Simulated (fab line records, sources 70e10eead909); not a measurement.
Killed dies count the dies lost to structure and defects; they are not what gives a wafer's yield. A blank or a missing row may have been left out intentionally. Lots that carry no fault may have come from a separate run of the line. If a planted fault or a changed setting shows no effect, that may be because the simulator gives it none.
fab line records | flow nandHarc
record lots=12 wafers=36 lastDay=33
route steps=1302 shown A_BLC@1125 A_M0@1151 END@1302
lots with no fault: from the same line, run without faults
startH: hours from the record's first day to the start of the lot's first wafer shown | waitH: how many hours have passed since the lot's step before this one | " identical to the entry in the row above | L1.1+2: one row covering several wafers at once | - no value, or no start given | * or withheld: withheld | < > ~ a bound
route shown NAME@n: names a module that has steps shown in the file, with the first one's number in the route | usual: mean and standard deviation over wafers with no fault | same: alike in all rows | chamber/n: place in a boat | sites: readings site by site | _std_site: the values' standard deviation | _edge_site: the outer-site mean with the inner-site mean subtracted | radiusMm: how far each site lies from the wafer's centre | mask NAME#n: copy n | behind: the tool/chamber that last shaped the wafer | hold: cause of the lot's hold/its duration in hours/its outcome | device: whichever transistor did not switch (one of n, p or np) | end of line: at the end of the route, the tests of the same wafers | for a step that has no rows: nothing shown but its recipe | killed: dies lost to structure and defects at the first sort, not the wafer's yield | map: a wafer's dies, marking killed ones x, the rest . and places with no die _
set.NAME: the run value of the setting; set.NAME@STEP: its run value at that earlier step | model.NAME: the simulator's own value behind a step, which no gauge read
the route's steps for a sample of lots (tables are steps, rows are wafers)
services: a tool's chamber out of use, with start hour (startH, from the record's first day; less than 0 if before it), hours out, and reason
## steps
# step NHARC_A_BLC_STRIP_29
# recipe cf4FlowSccm=150 arFlowSccm=0 biasW=0 chemistry=CF4
# usual drypumpMotorCurrentA=5.8/0.58 oesProductAu=1.001/0.014 rfVppV=59.3/0.84 showerheadPlenumPTorr=1.73/0.078 throttleValvePct=13.283/0.0076
# columns lot.wafer tool chamber startH waitH drypumpMotorCurrentA oesProductAu rfHoursCounterH rfVppV showerheadPlenumPTorr throttleValvePct
L751.1 rieDiel-04 0 509.25 0.1 5.5 0.978 43 59.4 1.78 13.288
L751.3 " 1 " " 6.1 1.020 - 58.9 1.69 13.272
L751.5 " 0 " " 5.5 0.979 - 60.7 1.78 13.294
L752.2 rieDiel-04 2 529.21 0.1 5.5 0.990 50 58.6 1.70 13.270
L752.3 " 0 " " 5.5 0.981 52 58.8 1.77 13.281
L752.4 " 1 " " 6.1 1.015 - 58.4 1.68 13.286
L753.3 rieDiel-07 1 535.86 0.1 5.2 1.031 3 59.3 1.66 13.274
L753.4 " 3 " " 5.0 1.005 3 58.4 1.68 13.286
L753.1 " 0 " " 5.7 1.018 4 59.3 1.72 13.280
L754.2 rieDiel-07 2 550.17 0.1 5.1 1.003 4 59.7 1.65 13.293
L754.6 " 1 " " 5.1 1.033 - 57.8 1.66 13.281
L754.5 " 2 " " 5.1 1.007 - 59.6 1.65 13.294
L755.3 rieDiel-04 3 551.87 0.1 6.1 1.013 1 59.1 1.88 13.289
L755.2 " 0 " " 5.5 1.001 1 60.3 1.77 13.279
L755.1 " 1 " " 6.1 0.994 1 58.8 1.68 13.282
L756.1 rieDiel-07 2 574.15 0.1 5.1 1.006 5 58.6 1.65 13.287
L756.4 " 1 " " 5.1 1.035 5 59.0 1.66 13.282
L756.6 " 2 " " 5.1 1.001 - 57.6 1.65 13.289
L759.3 rieDiel-11 3 595.13 0.1 6.4 0.999 14 59.6 1.79 13.289
L759.2 " 2 " " 5.4 1.010 13 60.5 1.82 13.284
L759.6 " 3 " " 6.4 1.000 - 59.5 1.79 13.286
L758.2 rieDiel-07 2 601.12 0.1 5.1 0.991 7 59.9 1.65 13.267
L758.1 " 1 " " 5.1 1.017 7 60.5 1.66 13.289
L758.5 " 0 " " 5.7 1.010 - 59.7 1.72 13.287
L761.2 rieDiel-11 2 623.70 0.1 5.4 0.977 1 60.2 1.82 13.286
L761.1 " 0 " " 6.8 0.987 1 58.1 1.66 13.285
L761.4 " 1 " " 6.0 1.009 1 59.8 1.86 13.276
L768.2 rieDiel-07 0 695.71 0.1 5.7 1.006 2 58.1 1.72 13.277
L768.5 " 2 " " 5.1 0.992 - 59.5 1.65 13.297
L768.6 " 3 " " 5.0 0.968 - 57.4 1.68 13.279
L771.1 rieDiel-11 0 713.75 0.1 6.8 0.992 9 58.9 1.66 13.290
L771.6 " 0 " " 6.8 0.992 - 58.7 1.66 13.286
L771.5 " 1 " " 6.0 0.998 - 60.0 1.86 13.288
L773.3 rieDiel-11 2 736.11 0.1 5.4 0.988 11 59.1 1.82 13.283
L773.4 " 3 " " 6.4 1.005 10 60.2 1.79 13.292
L773.6 " 3 " " 6.4 1.007 - 59.4 1.79 13.292
# step NHARC_A_BLC_CMP_25
# recipe tOverpolishS=30 targetThkNm=150
# usual motorCurrentA=12.3/1.1 overpolishRunS=30.000/0.0092 timeToEndpointS=29/3.1
# same tOverpolishS=30
# columns lot.wafer tool chamber startH waitH motorCurrentA overpolishRunS timeToEndpointS
L751.1 cmp-03 0 511.02 0.4 11.9 29.999 27
L751.3 " 2 " " 12.9 30.014 32
L751.5 " 3 " " 12.8 29.979 26
L752.4 cmp-03 2 530.72 0.2 12.3 29.977 33
L752.2 " 3 " " 12.7 30.010 25
L752.3 " 1 " " 13.1 30.000 29
L753.4 cmp-02 0 537.37 0.3 15.0 30.002 29
L753.3 " 2 " " 10.7 29.986 34
L753.1 " 3 " " 10.7 29.996 31
L754.2 cmp-01 1 551.73 0.5 11.8 29.985 34
L754.6 " 2 " " 12.5 30.020 32
L754.5 " 3 " " 12.5 30.002 30
L755.2 cmp-03 2 553.39 0.5 11.8 29.986 34
L755.3 " 3 " " 13.2 30.003 28
L755.1 " 0 " " 11.6 29.992 30
L756.1 cmp-02 1 575.68 0.5 11.5 29.992 33
L756.4 " 3 " " 10.8 29.991 30
L756.6 " 0 " " 15.0 29.988 28
L759.2 cmp-02 1 596.65 0.4 11.6 29.991 30
L759.3 " 2 " " 10.8 30.004 28
L759.6 " 1 " " 11.9 29.981 27
L758.1 cmp-03 1 602.66 0.4 12.7 30.005 28
L758.2 " 3 " " 12.3 29.988 24
L758.5 " 1 " " 12.4 29.999 26
L761.4 cmp-03 1 625.21 0.3 12.9 29.996 27
L761.2 " 2 " " 12.3 29.988 33
L761.1 " 3 " " 12.8 29.994 23
L768.2 cmp-01 2 697.25 0.5 12.4 30.004 30
L768.6 " 1 " " 11.1 30.019 35
L768.5 " 2 " " 11.6 30.010 30
L771.1 cmp-02 2 715.33 0.5 10.4 29.999 30
L771.5 " 0 " " 14.1 29.997 25
L771.6 " 1 " " 11.8 30.005 28
L773.4 cmp-02 2 737.64 0.3 11.1 29.995 32
L773.3 " 1 " " 12.5 30.000 29
L773.6 " 3 " " 10.7 30.009 27
# step NHARC_A_BLC_INSPECT_28
# usual rawDefectCount=491/130
# columns lot.wafer tool chamber startH waitH rawDefectCount
L751.1 defectInspect-02 - 511.40 0.1 486
L751.3 " - " " 688
L751.5 " - " " 460
L752.2 defectInspect-01 - 531.13 0.1 383
L752.3 " - " " 395
L752.4 " - " " 405
L753.1 defectInspect-02 - 537.78 0.1 416
L753.3 " - " " 457
L753.4 " - " " 409
L754.2 defectInspect-02 - 552.07 0.1 885
L754.5 " - " " 658
L754.6 " - " " 518
L755.1 defectInspect-01 - 553.77 0.1 425
L755.2 " - " " 412
L755.3 " - " " 485
L756.1 defectInspect-02 - 576.05 0.1 392
L756.4 " - " " 348
L756.6 " - " " 354
L759.2 defectInspect-01 - 597.06 0.1 571
L759.3 " - " " 494
L759.6 " - " " 287
L758.1 defectInspect-01 - 603.07 0.1 640
L758.2 " - " " 917
L758.5 " - " " 628
L761.1 defectInspect-02 - 625.62 0.1 447
L761.2 " - " " 573
L761.4 " - " " 476
L768.2 defectInspect-02 - 697.63 0.1 511
L768.5 " - " " 586
L768.6 " - " " 554
L771.1 defectInspect-01 - 715.68 0.1 347
L771.5 " - " " 333
L771.6 " - " " 377
L773.3 defectInspect-01 - 738.05 0.1 772
L773.4 " - " " 437
L773.6 " - " " 661
# step NHARC_A_M0_ETCH_34
# recipe targetDepthA=400 overetchA=120 timeS=43.94 ionEnergyEv=200 n2FlowSccm=150 h2FlowSccm=150 arFlowSccm=0 rfW=400 biasW=150 chemistry=N2/H2
# usual drypumpMotorCurrentA=5.9/0.44 oesProductAu=0.999/0.015 rfVppV=431.4/2.1 runLengthS=65.1/0.47 showerheadPlenumPTorr=2.07/0.068 throttleValvePct=14.173/0.0088
# columns lot.wafer tool chamber startH waitH drypumpMotorCurrentA oesProductAu rfHoursCounterH rfVppV runLengthS showerheadPlenumPTorr throttleValvePct
L751.1 rieDiel-09 2 512.57 0.1 6.1 1.001 0.4 432.4 65.1 2.10 14.168
L751.3 " 3 " " 6.1 1.035 0.3 432.5 64.6 2.12 14.160
L751.5 " 1 " " 5.8 0.987 - 432.6 64.7 2.12 14.178
L752.2 rieDiel-09 3 532.17 0.1 6.1 1.029 1.7 433.0 64.6 2.12 14.154
L752.4 " 0 " " 6.2 0.984 1.4 429.5 64.9 1.99 14.196
L752.3 " 1 " " 5.8 0.991 1.5 432.6 64.6 2.12 14.171
L753.1 rieDiel-05 3 538.95 0.1 5.3 0.984 6.5 431.1 65.4 2.02 14.175
L753.4 " 1 " " 6.3 1.023 6.2 430.7 64.8 2.05 14.152
L753.3 " 2 " " 5.6 1.028 6.2 429.6 65.2 2.01 14.161
L754.2 rieDiel-03 2 553.30 0.1 6.3 0.996 5.5 425.6 66.2 1.98 14.186
L754.5 " 2 " " 6.3 0.999 - 429.6 65.8 1.98 14.183
L754.6 " 3 " " 6.7 0.999 - 434.0 65.0 2.14 14.169
L755.2 rieDiel-03 2 554.94 0.1 6.3 0.996 5.6 429.1 66.2 1.98 14.177
L755.3 " 3 " " 6.6 0.999 5.7 432.0 64.8 2.14 14.172
L755.1 " 0 " " 4.8 0.994 5.8 434.8 65.9 2.12 14.164
L756.1 rieDiel-09 0 577.10 0.1 6.2 0.991 3.8 429.3 64.8 1.99 14.182
L756.4 " 2 " " 6.1 1.004 4.1 433.2 65.3 2.10 14.158
L756.6 " 0 " " 6.2 0.976 - 428.7 64.6 1.99 14.170
L759.3 rieDiel-09 3 598.23 0.1 6.1 1.022 4.8 432.3 64.8 2.12 14.175
L759.2 " 1 " " 5.8 1.015 5.0 433.4 64.8 2.12 14.163
L759.6 " 2 " " 6.1 1.003 - 433.5 65.2 2.10 14.156
L758.1 rieDiel-05 0 604.12 0.1 5.6 0.994 0.5 428.0 64.8 1.94 14.166
L758.2 " 2 " " 5.7 1.019 0.3 429.3 65.5 2.01 14.179
L758.5 " 0 " " 5.5 0.982 - 427.6 64.5 1.94 14.180
L761.2 rieDiel-09 0 626.79 0.1 6.2 0.987 6.1 429.5 65.3 1.99 14.191
L761.4 " 2 " " 6.1 0.997 6.0 433.0 65.4 2.10 14.177
L761.1 " 3 " " 6.1 1.036 5.8 433.3 64.7 2.12 14.160
L768.2 rieDiel-09 0 698.81 0.1 6.2 1.014 0.6 429.0 54.4 1.99 14.190
L768.5 " 2 " " 6.1 0.999 - 433.7 65.1 2.10 14.171
L768.6 " 3 " " 6.1 0.996 - 432.6 64.5 2.12 14.169
L771.1 rieDiel-09 0 716.88 0.1 6.2 1.012 1.2 429.4 54.3 1.99 14.178
L771.5 " 2 " " 6.0 0.988 - 431.8 65.2 2.10 14.172
L771.6 " 3 " " 6.1 0.993 - 431.6 64.5 2.12 14.169
L773.4 rieDiel-05 2 739.22 0.1 5.7 1.012 10.2 428.9 65.5 2.00 14.190
L773.3 " 3 " " 5.3 1.008 10.4 429.2 65.5 2.01 14.170
L773.6 " 1 " " 6.4 0.977 - 430.3 64.8 2.05 14.178
# step NHARC_END_SORT_01
# recipe tempC=25
# usual defectLimitedYield=91/3 killedAtArray=56/20 killedAtOther=0.9/1.1 killedAtPeriphery=3.7/3 killedDies=61/21 killedOpen=2.9/1.6 killedShort=2.6/1.4
# same grossDies=677
# columns lot.wafer tool chamber startH waitH defectLimitedYield[%] killedAtArray killedAtOther killedAtPeriphery killedDies killedOpen killedShort
L756.1 prober-01 0 614.94 2.5 93 42 1 2 45 3 3
L756.4 prober-01 0 617.31 3.4 93 47 0 0 47 1 2
L756.6 prober-01 0 618.88 3.9 92 52 0 0 52 0 3
L768.2 prober-01 0 738.07 2.8 85 98 0 2 100 2 4
L768.5 prober-01 0 740.46 3.7 84 106 0 1 107 2 2
L768.6 prober-01 0 741.25 4.0 81 123 0 4 127 4 1
L771.1 prober-01 0 769.51 2.4 93 37 0 11 48 5 2
L771.5 prober-01 0 772.71 3.7 93 34 0 14 48 4 1
L771.6 prober-01 0 773.51 4.0 96 22 0 8 30 3 1
# killed by level:class
L756.1 A_SLIT:chamberFilmFlake=24 A_CHANNEL_HOLE_D2:chamberFilmFlake=9 A_CHANNEL_FILL_D1:geometricParticle:short=2 A_CHANNEL_FILL_D2:geometricParticle:open=2 A_CONTACT:chamberFilmFlake=2 P_STI:geometricParticle:short=1 A_CHANNEL_FILL_D1:geometricParticle:open=1 P_ZERO_WELL:chamberFilmFlake=1
L756.4 A_SLIT:chamberFilmFlake=32 A_CHANNEL_HOLE_D2:chamberFilmFlake=5 A_CHANNEL_HOLE_D1:chamberFilmFlake=2 A_CHANNEL_FILL_D1:chamberFilmFlake=2 A_CONTACT:chamberFilmFlake=2 A_ONON_D1:geometricParticle:short=1 A_CHANNEL_FILL_D1:geometricParticle:short=1 A_ONON_D2:geometricParticle:open=1
L756.6 A_SLIT:chamberFilmFlake=36 A_CHANNEL_HOLE_D2:chamberFilmFlake=4 A_ZERO_WELL:chamberFilmFlake=2 A_CHANNEL_HOLE_D1:chamberFilmFlake=2 A_CHANNEL_FILL_D1:chamberFilmFlake=2 A_CHANNEL_FILL_D1:geometricParticle:short=1 A_ONON_D2:geometricParticle:short=1 A_M0:geometricParticle:short=1
L768.2 A_SLIT:chamberFilmFlake=30 A_CHANNEL_HOLE_D1:chamberFilmFlake=26 A_CHANNEL_HOLE_D2:chamberFilmFlake=20 A_CONTACT:chamberFilmFlake=9 A_WL_FILL:geometricParticle:short=3 A_STAIRCASE:chamberFilmFlake=3 A_SGD_CUT:chamberFilmFlake=2 A_ONON_D1:geometricParticle:open=1
L768.5 A_SLIT:chamberFilmFlake=35 A_CHANNEL_HOLE_D2:chamberFilmFlake=27 A_CHANNEL_HOLE_D1:chamberFilmFlake=20 A_STAIRCASE:chamberFilmFlake=8 A_CONTACT:chamberFilmFlake=4 A_SGD_CUT:chamberFilmFlake=4 A_BLC:geometricParticle:open=2 A_WL_FILL:chamberFilmFlake=2
L768.6 A_CHANNEL_HOLE_D2:chamberFilmFlake=32 A_CHANNEL_HOLE_D1:chamberFilmFlake=32 A_SLIT:chamberFilmFlake=31 A_CONTACT:chamberFilmFlake=13 A_STAIRCASE:chamberFilmFlake=6 A_SGD_CUT:chamberFilmFlake=5 A_BLC:geometricParticle:open=2 P_M2:chamberFilmFlake=2
L771.1 A_CHANNEL_HOLE_D1:chamberFilmFlake=15 A_CONTACT:chamberFilmFlake=9 P_M2:chamberFilmFlake=5 P_CONTACT:chamberFilmFlake=4 A_SLIT:chamberFilmFlake=3 A_DECK1_JOINT:geometricParticle:open=2 A_WL_FILL:chamberFilmFlake=2 P_GATE:chamberFilmFlake=2
L771.5 A_CHANNEL_HOLE_D1:chamberFilmFlake=14 A_SLIT:chamberFilmFlake=10 P_CONTACT:chamberFilmFlake=8 A_CONTACT:chamberFilmFlake=4 P_GATE:chamberFilmFlake=3 A_CHANNEL_HOLE_D1:geometricParticle:open=2 A_DECK1_JOINT:geometricParticle:short=1 A_CONTACT:geometricParticle:open=1
L771.6 A_CHANNEL_HOLE_D1:chamberFilmFlake=7 A_CONTACT:chamberFilmFlake=5 P_M2:chamberFilmFlake=4 P_CONTACT:chamberFilmFlake=3 A_SLIT:chamberFilmFlake=3 A_CHANNEL_FILL_D2:chamberFilmFlake=2 A_M0:geometricParticle:open=2 A_WL_FILL:chamberFilmFlake=2
## services
# columns tool chamber startH hours kind
cmp-02 - 489.98 1.3 repair
rieDiel-09 - 497.15 9.0 pm
cmp-03 - 498.03 3.9 repair
rieDiel-07 - 499.80 0.5 repair
rieDiel-07 1 506.31 12.7 repair
cmp-02 - 507.00 2.1 repair
cmp-02 - 525.59 0.8 repair
cmp-02 - 526.74 4.0 pm
cmp-03 - 554.00 4.0 pm
rieDiel-09 3 556.58 8.5 repair
cmp-02 - 561.00 10.7 repair
cmp-02 - 593.57 0.4 repair
rieDiel-07 3 599.92 3.0 repair
cmp-03 - 611.67 2.3 repair
cmp-02 - 614.32 0.2 repair
cmp-02 - 624.74 4.0 pm
rieDiel-07 1 640.68 5.6 repair
rieDiel-07 - 648.20 9.0 pm
cmp-03 - 652.00 4.0 pm
rieDiel-09 - 658.45 0.3 repair
cmp-02 - 665.19 2.0 repair
rieDiel-07 1 669.12 13.2 repair
cmp-03 - 672.64 4.8 repair
rieDiel-09 - 674.15 9.0 pm
## key
firstSign step=NHARC_A_M0_ETCH_34 reading=runLengthS direction=down sigmas=23 usual=* struck=*
effect none on later readings
metAt NHARC_A_M0_ETCH_34
struckLots L768,L771
struckWafers L768.2,L771.1
notActingAt NHARC_A_BLC_STRIP_29,NHARC_A_BLC_CMP_25,NHARC_A_BLC_INSPECT_28
onsetBetween 626.79 698.81
fault kind=processParameterDrift tool=rieDiel-09 chamber=0 onsetH=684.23 steps=NHARC_A_M0_ETCH_34 channel=timeS offset=* shape=step endH=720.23 actsIn=* stated=*
